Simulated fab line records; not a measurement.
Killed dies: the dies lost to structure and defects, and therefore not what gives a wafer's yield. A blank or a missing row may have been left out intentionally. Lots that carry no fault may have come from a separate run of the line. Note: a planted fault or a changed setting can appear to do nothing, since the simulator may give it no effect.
Check of tool commonality	flow nand-harc	1 lot, 3 wafers sampled

== THE REASON FOR OPENING IT ==
At NHARC_END_SORT_01 the reading killed-at-periphery is flagged on 1 of 1 lot. Wafers without a fault read 3.3, standard deviation 2.3.
Rule: a lot gets a flag if all its wafers with a number sit over 4 standard deviations from that mean, or if no wafer of it has a number. All remaining lots are regarded as sound.

lot	measured	on	killed-at-periphery, wafer by wafer	flag
L497	day 19 19:08	prober-01	652 651 649	FLAGGED
Flagged lots average 650.7: +647.4 relative to the usual, that is +99 or more standard deviations.

== WHICH TOOL RAN EACH LOT ==
Before the reading, the record contains 4 process steps out of a 1159-step route. Each cell gives the tool, then ch followed by the chambers the sampled wafers passed through, then the start.
lot	flag	NHARC_P_GATE_ETCH_114	NHARC_P_GATE_ETCH_32	NHARC_P_GATE_EXPOSE_43	NHARC_P_GATE_STRIP_111
L497	FLAGGED	rie-diel-03 ch 0,1,3, day 5 19:17 or earlier	rie-si-02 ch 0,2,3, day 5 19:17	krf-scanner-02 ch 0, day 6 06:30	plasma-asher-02 ch 0, day 6 07:14
What the steps here do:
- NHARC_P_GATE_ETCH_114: etches the open film in CF4/O2, target depth 30 nm, overetch 3 nm, time 16.5 s.
- NHARC_P_GATE_ETCH_32: etches the open film in HBr/Cl2, target depth 150 nm, time 100.1 s.
- NHARC_P_GATE_EXPOSE_43: exposes mask P NSD, target cd 720 nm.
- NHARC_P_GATE_STRIP_111: strips in N2/H2, time 250 s.
- NHARC_END_SORT_01

== FLAGGED AGAINST TOTAL, ONE TOOL AT A TIME (gauges that did the reading follow at the end) ==
step	tool	lots run	flagged	share of the flagged lots	sound lots run after its first flagged lot
NHARC_P_GATE_ETCH_114	rie-diel-03	1	1	all	0
NHARC_P_GATE_ETCH_32	rie-si-02	1	1	all	0
NHARC_P_GATE_EXPOSE_43	krf-scanner-02	1	1	all	0
NHARC_P_GATE_STRIP_111	plasma-asher-02	1	1	all	0
NHARC_END_SORT_01	prober-01	1	1	all	0
Because NHARC_P_GATE_ETCH_114 lacks a start for some lots, the hours and order of its lots are taken from NHARC_P_GATE_ETCH_32.

== WHAT THE TABLE ALLOWS ==
5 rows of the table ran every flagged lot: rie-diel-03 at NHARC_P_GATE_ETCH_114, rie-si-02 at NHARC_P_GATE_ETCH_32, krf-scanner-02 at NHARC_P_GATE_EXPOSE_43, plasma-asher-02 at NHARC_P_GATE_STRIP_111, prober-01 at NHARC_END_SORT_01.
- rie-diel-03 at NHARC_P_GATE_ETCH_114: 1 of its 1 lot flagged. In this sample it ran no sound lot ahead of its first flagged lot, so there is no way to narrow down the start.
- rie-si-02 at NHARC_P_GATE_ETCH_32: 1 of its 1 lot flagged. In this sample it ran no sound lot ahead of its first flagged lot, so there is no way to narrow down the start.
- krf-scanner-02 at NHARC_P_GATE_EXPOSE_43: 1 of its 1 lot flagged. In this sample it ran no sound lot ahead of its first flagged lot, so there is no way to narrow down the start.
- plasma-asher-02 at NHARC_P_GATE_STRIP_111: 1 of its 1 lot flagged. In this sample it ran no sound lot ahead of its first flagged lot, so there is no way to narrow down the start.
- prober-01 at NHARC_END_SORT_01: 1 of its 1 lot flagged. In this sample it ran no sound lot ahead of its first flagged lot, so there is no way to narrow down the start.
Counting lots can't tell these 5 tools apart, because each fits a fault that began at some hour. More lots, or a look at what each step does to the wafer, might.

== WHAT WAS PUT IN BY THE SIMULATOR ==
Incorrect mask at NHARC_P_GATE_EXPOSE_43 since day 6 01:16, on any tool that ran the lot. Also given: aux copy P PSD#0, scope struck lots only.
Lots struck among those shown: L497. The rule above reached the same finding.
